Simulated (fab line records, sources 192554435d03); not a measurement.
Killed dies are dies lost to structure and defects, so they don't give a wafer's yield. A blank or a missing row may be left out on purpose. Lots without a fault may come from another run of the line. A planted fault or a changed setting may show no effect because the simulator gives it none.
Split-lot experiment | flow n5_finfet | 7 lots, 39 wafers read, on a route of 1938 steps

THE SPLIT
At N5_MOL_CONTACT_COAG_ALD_27 (deposits SiOC, target thk 17 nm, pulse time 1.5 s, time 2720 s), the setting ald_cycles was moved away from the recipe's 340 on 12 of the 39 wafers read, by -12.6% to +17.6%. The other wafers ran this setting at the recipe's value.

The reading is taken at the split's own step.

THE READING
SiOC_of_MOL_CONTACT_COAG_ALD_27.thk_nm (the simulator's own value, which no gauge read), in nm, at N5_MOL_CONTACT_COAG_ALD_27 (deposits SiOC, target thk 17 nm, pulse time 1.5 s, time 2720 s). The file gives no usual value for it. The 27 wafers here that ran the recipe average 17.0 nm, standard deviation 0.066 nm.

wafer  | tool, chamber at the split | ald_cycles as run | against the recipe | SiOC_of_MOL_CONTACT_COAG_ALD_27.thk_nm, nm | against lot-mates on the recipe
L078.1 | ald_sin-03, 2,3,1,1,0      | 340               | recipe             | 17                                         | -
L078.2 | ald_sin-03, 2,3,1,1,0      | 340               | recipe             | 17                                         | -
L078.3 | ald_sin-03, 2,3,1,1,0      | 340               | recipe             | 17                                         | -
L078.5 | ald_sin-03, 2,3,1,1,0      | 340               | recipe             | 17                                         | -
L078.6 | ald_sin-03, 2,3,1,1,0      | 340               | recipe             | 17                                         | -
L078.4 | ald_sin-03, 0              | 340               | recipe             | 16.8                                       | -
L080.1 | ald_sin-04, 3,2,1,1,3,2    | 340               | recipe             | 17                                         | -
L080.2 | ald_sin-04, 3,2,1,1,3,2    | 340               | recipe             | 17                                         | -
L080.3 | ald_sin-04, 3,2,1,1,3,2    | 340               | recipe             | 17                                         | -
L080.4 | ald_sin-04, 3,2,1,1,3,2    | 340               | recipe             | 17                                         | -
L080.5 | ald_sin-04, 3,2,1,1,3,2    | 340               | recipe             | 17                                         | -
L080.6 | ald_sin-04, 3,2,1,1,3,2    | 340               | recipe             | 17                                         | -
L086.1 | ald_sin-04, 2,1,3          | 340               | recipe             | 17                                         | -
L086.3 | ald_sin-04, 2,1,3          | 340               | recipe             | 17                                         | -
L086.4 | ald_sin-04, 2,1,3          | 340               | recipe             | 17                                         | -
L086.2 | ald_sin-04, 0,3            | 297               | -12.6%             | 14.8                                       | -2.2
L086.5 | ald_sin-04, 0,3            | 297               | -12.6%             | 14.8                                       | -2.2
L086.6 | ald_sin-04, 0              | 297               | -12.6%             | 15                                         | -2.0
L094.1 | ald_sin-02, 3,1,0          | 340               | recipe             | 17                                         | -
L094.3 | ald_sin-02, 3,1,0          | 340               | recipe             | 17                                         | -
L094.4 | ald_sin-02, 3,1,0          | 340               | recipe             | 17                                         | -
L094.2 | ald_sin-02, 2              | 309               | -9.1%              | 15.6                                       | -1.4
L094.5 | ald_sin-02, 2,3            | 309               | -9.1%              | 15.4                                       | -1.6
L094.6 | ald_sin-02, 2,3            | 309               | -9.1%              | 15.4                                       | -1.6
L092.1 | ald_sin-04, 3,2,1          | 340               | recipe             | 17                                         | -
L092.3 | ald_sin-04, 3,2,1          | 340               | recipe             | 17                                         | -
L092.4 | ald_sin-04, 3,2,1          | 340               | recipe             | 17                                         | -
L092.2 | ald_sin-04, 0,0,1          | 400               | +17.6%             | 20                                         | +3.0
L092.5 | ald_sin-04, 0,0,1          | 400               | +17.6%             | 20                                         | +3.0
L092.6 | ald_sin-04, 0,0,1          | 400               | +17.6%             | 20                                         | +3.0
L095.1 | ald_sin-02, 3,2            | 386               | +13.5%             | 19.2                                       | +2.1
L095.4 | ald_sin-02, 3,2            | 386               | +13.5%             | 19.2                                       | +2.1
L095.2 | ald_sin-02, 0              | 386               | +13.5%             | 19.4                                       | +2.3
L095.3 | ald_sin-02, 1              | 340               | recipe             | 17.2                                       | -
L095.5 | ald_sin-02, 0,3            | 340               | recipe             | 17                                         | -
L095.6 | ald_sin-02, 0,3            | 340               | recipe             | 17                                         | -
L096.1 | ald_sin-03, 1,3            | 340               | recipe             | 17                                         | -
L096.2 | ald_sin-03, 1,3            | 340               | recipe             | 17                                         | -
L096.3 | ald_sin-03, 2              | 340               | recipe             | 16.8                                       | -
Where a row lists several chambers, the file gives one row for several wafers and doesn't say which wafer went through which chamber.

THE FIT
A straight line over all 39 wafers: SiOC_of_MOL_CONTACT_COAG_ALD_27.thk_nm changes by +0.169 nm for each +1% of ald_cycles; r = +1.00; the points scatter about the line by 0.074 nm.
The same after taking each lot's own level away (the mean of its wafers on the recipe; 39 wafers): +0.168 nm for each +1%; r = +1.00; scatter 0.071 nm.
On that fit, the largest move of ald_cycles shifts the reading by 3 nm.
The lots' own levels span 16.93 to 17.07 nm, that is 2.0 times the standard deviation above.
So the lot-to-lot level changes the slope little: the two slopes agree.
Check: with one of the wafers moved furthest among these (+17.6%) left out of the fit, the line predicts +2.95 nm for it against its lot-mates. It came out at +3 nm against them.

THE FILE'S OWN FIT
SiOC_of_MOL_CONTACT_COAG_ALD_27.thk_nm changes by +0.168 nm for each +1% of ald_cycles, r = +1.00.
